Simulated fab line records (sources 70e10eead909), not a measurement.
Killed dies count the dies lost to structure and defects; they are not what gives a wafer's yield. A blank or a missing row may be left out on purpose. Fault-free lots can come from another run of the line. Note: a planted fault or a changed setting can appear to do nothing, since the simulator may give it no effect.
Which tool did it?	flow nandHarc	12 lots, 36 wafers sampled, at 6 steps of a route of 1302

## WHAT THE GAUGES READ, wafer by wafer
NHARC_A_BLC_INSPECT_12.
lot	measured	on	rawDefectCount
L075	day 22 15:17	defectInspect-02	51 57 67
L077	day 24 05:48	defectInspect-02	55 60 61
L078	day 24 13:22	defectInspect-02	141 137 155
L082	day 25 23:57	defectInspect-01	109 124 130
L083	day 26 06:47	defectInspect-01	85 90 83
L085	day 27 09:22	defectInspect-01	90 80 87
L088	day 28 03:42	defectInspect-01	76 53 84
L089	day 28 04:38	defectInspect-01	119 138 149
L091	day 29 09:40	defectInspect-02	111 114 119
L092	day 30 01:05	defectInspect-01	77 76 51
L095	day 31 04:13	defectInspect-01	26 34 24
L096	day 31 16:19	defectInspect-02	99 102 105

## WHICH TOOL RAN EACH LOT (tool, then ch and the chambers of the sampled wafers, then the start)
lot	NHARC_A_CONTACT_DEP_58	NHARC_A_CONTACT_ETCH_129	NHARC_A_CONTACT_ETCH_130	NHARC_A_CONTACT_ETCH_132	NHARC_A_CONTACT_ETCH_92
L075	pecvd-02 ch 0,2, day 22 00:19	harCapEtch-02 ch 0, day 22 03:41	harCapEtch-02 ch 0, day 22 03:51	harCapEtch-02 ch 0, day 22 04:12	rieDiel-13 ch 1,3, day 22 11:54
L077	pecvd-04 ch 0,1, day 23 13:07	harCapEtch-02 ch 1, day 23 16:18	harCapEtch-02 ch 1, day 23 16:28	harCapEtch-02 ch 1, day 23 16:50	rieDiel-13 ch 0,1,3, day 24 01:32
L078	pecvd-04 ch 1,2, day 23 20:08	harCapEtch-01 ch 0,1, day 23 23:52	harCapEtch-01 ch 0,1, day 24 00:05	harCapEtch-01 ch 0,1, day 24 00:26	rieDiel-13 ch 0,1,3, day 24 10:12
L082	pecvd-02 ch 0,2, day 25 07:37	harCapEtch-02 ch 0,1, day 25 10:59	harCapEtch-02 ch 0,1, day 25 11:10	harCapEtch-02 ch 0,1, day 25 11:31	rieDiel-13 ch 0,1,3, day 25 20:38
L083	pecvd-03 ch 0,1,2, day 25 12:45	harCapEtch-03 ch 0,1, day 25 16:06	harCapEtch-03 ch 0,1, day 25 16:17	harCapEtch-03 ch 0,1, day 25 16:38	rieDiel-13 ch 0,1,3, day 26 03:29
L085	pecvd-02 ch 0,1, day 26 16:25	harCapEtch-01 ch 0,1, day 26 19:46	harCapEtch-01 ch 0,1, day 26 19:56	harCapEtch-01 ch 0,1, day 26 20:18	rieDiel-13 ch 0,1,3, day 27 06:00
L088	pecvd-03 ch 0,1, day 27 10:40	harCapEtch-01 ch 0,1, day 27 13:58	harCapEtch-01 ch 0,1, day 27 14:08	harCapEtch-01 ch 0,1, day 27 14:29	rieDiel-11 ch 1,2, day 27 22:52
L089	pecvd-02 ch 0,1,2, day 27 13:50	harCapEtch-02 ch 0,1, day 27 17:14	harCapEtch-02 ch 0,1, day 27 17:25	harCapEtch-02 ch 0,1, day 27 17:46	rieDiel-10 ch 0,1,3, day 28 01:29
L091	pecvd-04 ch 0,1, day 28 14:07	harCapEtch-01 ch 0,1, day 28 17:23	harCapEtch-01 ch 0,1, day 28 17:33	harCapEtch-01 ch 0,1, day 28 17:54	rieDiel-10 ch 0,1, day 29 06:13
L092	pecvd-02 ch 0,2, day 29 09:11	harCapEtch-02 ch 0,1, day 29 12:40	harCapEtch-02 ch 0,1, day 29 12:51	harCapEtch-02 ch 0,1, day 29 13:13	rieDiel-10 ch 0,1,3, day 29 21:49
L095	pecvd-03 ch 0,1,2, day 30 11:16	harCapEtch-02 ch 1, day 30 14:56	harCapEtch-02 ch 1, day 30 15:10	harCapEtch-02 ch 1, day 30 15:38	rieDiel-13 ch 1,2,3, day 31 00:57
L096	pecvd-02 ch 0,1,2, day 30 20:07	harCapEtch-03 ch 0,1, day 30 23:25	harCapEtch-03 ch 0,1, day 30 23:35	harCapEtch-03 ch 0,1, day 30 23:56	rieDiel-13 ch 0,2,3, day 31 13:02
- NHARC_A_CONTACT_DEP_58: deposits SiON, target thk 90 nm.
- NHARC_A_CONTACT_ETCH_129: etches the open film in C4F8/O2/Ar, time 197 s, target depth 1918 nm.
- NHARC_A_CONTACT_ETCH_130: etches the open film in C4F8/O2/Ar, time 197 s, target depth 1918 nm.
- NHARC_A_CONTACT_ETCH_132: etches the open film in C4F8/O2/Ar, time 197 s, target depth 1924 nm.
- NHARC_A_CONTACT_ETCH_92: etches the open film in CH3F/O2, target depth 40 nm, time 85.7 s.

## THE ANSWER, worked out from the rows above alone
Rule: the lots themselves supply what counts as usual. The widest of any qualifying gaps counts: lots, ordered by their means at a reading, are off when they make up no more than a third of the lots, leave a main group of 4 or more, and stand apart from it by 3 or more times the standard deviation of that group's means. A main group is skipped when, at the precision printed for the reading in the tables above, its means are all equal. Also off: a lot with no number at a reading for which 4 or more lots have one. Any other lot the step has rows for is counted as sound.
Across all readings shown, no lot is off: no conclusion can be drawn from this.

## WHAT WAS PUT IN BY THE SIMULATOR
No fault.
